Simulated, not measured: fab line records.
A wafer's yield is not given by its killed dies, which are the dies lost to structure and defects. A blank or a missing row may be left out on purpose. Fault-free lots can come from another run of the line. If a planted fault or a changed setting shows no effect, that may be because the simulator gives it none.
Comparing a struck lot with a sound one    flow nand_harc    36 steps out of a route of 1159
Sound: these wafers, L492.1, L492.3, L492.4. Struck: wafers L499.1, L499.6 (left out: L499.5, a lot-mate that was not struck); the cause follows at the end.
For every step that has rows: the tool of each side, followed by ch and its chambers, followed by its first start. Under that, the readings that differ: sound wafers    struck wafers    difference of the means    sigmas: that difference in standard deviations of wafers without a fault.
alike: readings whose means differ by less than 2 such deviations, and words and numbers that are the same on both sides. not compared: withheld readings, readings that some wafer has no value for, bounds like >300 that may hide the same value, and numbers for which the record gives no deviation and whose values overlap.
The two part at a step that has a row with sigmas, a row that says differs or no value, or rows on one side only. Numbers that don't overlap but have no deviation are shown without sigmas and don't part them. Lack of a reading on every wafer of one side parts them only where that side has two or more wafers.

first, 2 steps without rows for these wafers: NHARC_A_SLIT_PRECLEAN_19 (cleans in SC1); NHARC_A_SLIT_SRD_20.
NHARC_A_SLIT_CD_MEAS_21:
  struck on cd_sem-01, day 16 15:16; sound on cd_sem-03, day 14 18:17
  alike: cd_nm
then, 3 steps without rows for these wafers: NHARC_A_SIN_REMOVE_WET_00 (chemistry H3PO4, time 15300 s); NHARC_A_SIN_REMOVE_PRECLEAN_01 (cleans in SC1); NHARC_A_SIN_REMOVE_SRD_02.
NHARC_A_SIN_REMOVE_INSPECT_04:
  struck on defect_inspect-01, day 16 22:56; sound on defect_inspect-01, day 15 02:00
  alike: raw_defect_count
then, 3 steps without rows for these wafers: NHARC_A_WL_FILL_ALD_00 (deposits Al2O3, target thk 3 nm, pulse time 3 s, ald cycles 30); NHARC_A_WL_FILL_RTA_01 (time 5 s); NHARC_A_WL_FILL_ALD_02 (deposits TiN, target thk 2 nm, pulse time 3 s, ald cycles 100).
NHARC_A_WL_FILL_CVD_03: deposits W, target thk 40 nm, time 3302 s.
  sound on cvd_w-02 ch 0,1, day 15 03:46; struck on cvd_w-01 ch 1, day 17 05:56
  alike: chamber_pressure_Torr, heater_power_outer_w, heater_power_w, mfc_ar_sccm, throttle_valve_pct
then, 8 steps without rows for these wafers: NHARC_A_WL_FILL_ETCHBACK_04 (etches the open film in NF3, target depth 60 nm, time 120 s); NHARC_A_WL_FILL_ETCHBACK_05 (etches the open film in Cl2/BCl3, target depth 22 nm, time 60 s); NHARC_A_WL_FILL_STRIP_27 (strips in N2/H2, time 20 s); NHARC_A_WL_FILL_STRIP_28 (strips in post etch residue remover, time 1200 s); NHARC_A_WL_FILL_PRECLEAN_06 (cleans in DIW, time 300 s); NHARC_A_WL_FILL_SRD_07; NHARC_A_WL_FILL_ANNEAL_08 (time 1800 s); NHARC_A_WL_FILL_ALD_10 (deposits SiO2, target thk 50 nm, pulse time 10 s, ald cycles 500).
NHARC_A_WL_FILL_ETCHBACK_16: etches the open film in C4F8/O2/Ar, target depth 88 nm, time 17.6 s.
  sound: rie_diel-08 ch 0,1,3; struck: rie_diel-05 ch 2
  alike: oes_product_au, rf_vpp_V
  not compared: rf_hours_counter_h
NHARC_A_WL_FILL_STRIP_29: strips in O2, time 20 s.
  sound on rie_diel-08 ch 0,1,3, day 15 17:01; struck on rie_diel-05 ch 2, day 17 19:55
  alike: drypump_motor_current_A, mfc_ar_sccm, oes_product_au, rf_vpp_V, showerhead_plenum_p_Torr, throttle_valve_pct
  not compared: rf_hours_counter_h
NHARC_A_WL_FILL_ETCHBACK_17: etches the open film in Cl2/BCl3, target depth 4 nm, time 26.7 s.
  sound on rie_metal-03 ch 0,1, day 15 17:05; struck on rie_metal-03 ch 0, day 17 20:01
  alike: drypump_motor_current_A, oes_product_au
  not compared: rf_hours_counter_h
then, 3 steps without rows for these wafers: NHARC_A_WL_FILL_PRECLEAN_18 (cleans in dHF, time 30 s); NHARC_A_WL_FILL_SRD_21; NHARC_A_WL_FILL_CVD_23 (deposits poly-Si, target thk 40 nm, time 800 s).
NHARC_A_WL_FILL_ETCHBACK_26: etches the open film in HBr, target depth 52 nm, time 13.3 s.
  sound on rie_si-04 ch 0,2,3, day 15 22:19; struck on rie_si-01 ch 2,3, day 18 01:04
  alike: drypump_motor_current_A, hbr_flow_sccm, oes_product_au, throttle_valve_pct
  not compared: rf_hours_counter_h
then, 3 steps without rows for these wafers: NHARC_A_WL_FILL_PRECLEAN_30 (cleans in dHF, time 10 s); NHARC_A_WL_FILL_SRD_14; NHARC_A_WL_FILL_ALD_19 (deposits TiN, target thk 2 nm, pulse time 3 s, ald cycles 100).
NHARC_A_WL_FILL_CVD_20: deposits W, target thk 75 nm, time 5064 s.
  sound: cvd_w-02 ch 0,1; struck: cvd_w-01 ch 0
  alike: chamber_pressure_Torr, heater_power_outer_w, heater_power_w, mfc_ar_sccm, throttle_valve_pct
then, 2 steps without rows for these wafers: NHARC_A_WL_FILL_CMP_12 (polishes, t overpolish 30 s, target thk 75 nm); NHARC_A_WL_FILL_SRD_31.
NHARC_A_WL_FILL_INSPECT_15:
  struck on defect_inspect-02, day 18 07:10; sound on defect_inspect-02, day 16 06:33
  alike: raw_defect_count
then, 2 steps without rows for these wafers: NHARC_A_CONTACT_DEP_24 (deposits SiO2, target thk 500 nm); NHARC_A_CONTACT_DEP_28 (deposits aC, target thk 3600 nm).
-- break in the record here, with 3 days between the starts of the struck wafers on either side (left off in module A_CONTACT, picked up again in module END, where the first step shown is number 1159 on the route) --
NHARC_END_SORT_01:
  here the record holds rows for the struck wafers (prober-02 ch 0, day 21 08:16) but none for the sound ones

== WHERE THEY PART ==
NHARC_END_SORT_01 only, going by this record.

WHY: what had been put in by the simulator
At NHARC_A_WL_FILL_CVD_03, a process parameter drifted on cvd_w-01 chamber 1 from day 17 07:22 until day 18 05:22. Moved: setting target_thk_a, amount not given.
